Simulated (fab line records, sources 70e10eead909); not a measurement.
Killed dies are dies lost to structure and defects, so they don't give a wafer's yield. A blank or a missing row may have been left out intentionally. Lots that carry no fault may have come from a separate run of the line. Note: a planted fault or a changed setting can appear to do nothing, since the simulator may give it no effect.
Matching of chambers | flow nandHarc | NHARC_A_STAIRCASE_ETCH_169 on rieDiel-04: 4 sister chambers
The step etches the open film in CH3F/O2, target depth 50 nm, time 107.1 s. 22 wafers are shown with their chamber, then 11 later ones without.

EACH WAFER AND ITS CHAMBER
wafer  | chamber | showerheadPlenumPTorr (Torr) | rfVppV (V) | throttleValvePct (%)
L074.1 | 2       | 2.36                         | 244.9      | 20.659
L074.3 | 3       | 2.32                         | 241.5      | 20.671
L074.4 | 1       | 2.46                         | 243.7      | 20.661
L078.2 | 0       | 2.40                         | 244.6      | 20.658
L078.3 | 2       | 2.36                         | 243.8      | 20.654
L078.6 | 2       | 2.36                         | 243.2      | 20.666
L080.1 | 3       | 2.32                         | 242.5      | 20.655
L080.3 | 1       | 2.45                         | 244.2      | 20.673
L080.6 | 2       | 2.36                         | 243.0      | 20.645
L081.1 | 0       | 2.39                         | 243.7      | 20.660
L081.3 | 3       | 2.31                         | 242.0      | 20.662
L081.5 | 3       | 2.31                         | 241.9      | 20.645
L084.1 | 1       | 2.45                         | 242.3      | 20.673
L084.3 | 2       | 2.35                         | 243.7      | 20.672
L084.4 | 0       | 2.39                         | 243.0      | 20.666
L089.2 | 0       | 2.39                         | 243.6      | 20.663
L089.5 | 2       | 2.35                         | 242.7      | 20.676
L089.6 | 1       | 2.44                         | 244.6      | 20.666
L087.1 | 1       | 2.44                         | 242.2      | 20.665
L087.2 | 2       | 2.34                         | 243.4      | 20.669
L087.3 | 3       | 2.30                         | 241.5      | 20.661
L087.4 | 0       | 2.39                         | 243.6      | 20.661

SIGNATURES (means of the wafers above)
reading               | chamber 0 | chamber 1 | chamber 2 | chamber 3 | scatter within a chamber
showerheadPlenumPTorr | 2.3920    | 2.4480    | 2.3543    | 2.3120    | 0.0075
rfVppV                | 243.700   | 243.400   | 243.529   | 241.880   | 0.742
throttleValvePct      | 20.66160  | 20.66760  | 20.66300  | 20.65880  | 0.00828
Rule: for a wafer and a chamber, the distance is found by dividing, reading by reading, the gap between the wafer's reading and the chamber's mean by the reading's scatter, squaring, summing and taking the root. If the next closest chamber is less than 2 further off than the closest, the wafer can't be placed; otherwise it belongs to the closest. The scatter is the square root of a quotient: the sum, over the shown wafers, of each reading's squared deviation from its chamber's mean, divided by wafers minus chambers.

WAFERS WHOSE CHAMBER IS MISSING
wafer  | showerheadPlenumPTorr (Torr) | rfVppV (V) | throttleValvePct (%)
L087.5 | 2.44                         | 242.4      | 20.648
L087.6 | 2.34                         | 242.3      | 20.670
L096.2 | 2.44                         | 243.1      | 20.666
L096.4 | 2.30                         | 240.7      | 20.649
L096.5 | 2.44                         | 244.4      | 20.661
L095.2 | 2.44                         | 242.6      | 20.661
L095.4 | 2.38                         | 243.3      | 20.647
L095.5 | 2.30                         | 242.5      | 20.657
L097.1 | 2.34                         | 242.0      | 20.659
L097.5 | 2.30                         | 242.3      | 20.646
L097.6 | 2.38                         | 243.1      | 20.672

THE CHAMBER EACH PASSED THROUGH
wafer  | from the rows above     | in truth
L087.5 | 1                       | 1
L087.6 | can't be placed: 2 or 3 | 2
L096.2 | 1                       | 1
L096.4 | 3                       | 3
L096.5 | 1                       | 1
L095.2 | 1                       | 1
L095.4 | can't be placed: 0 or 2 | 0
L095.5 | 3                       | 3
L097.1 | can't be placed: 2 or 3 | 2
L097.5 | 3                       | 3
L097.6 | can't be placed: 0 or 2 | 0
Placed correctly: 7 of 11. Can't be placed from these rows: 4 (the true chamber is among the candidates in 4). Placed wrongly: 0.
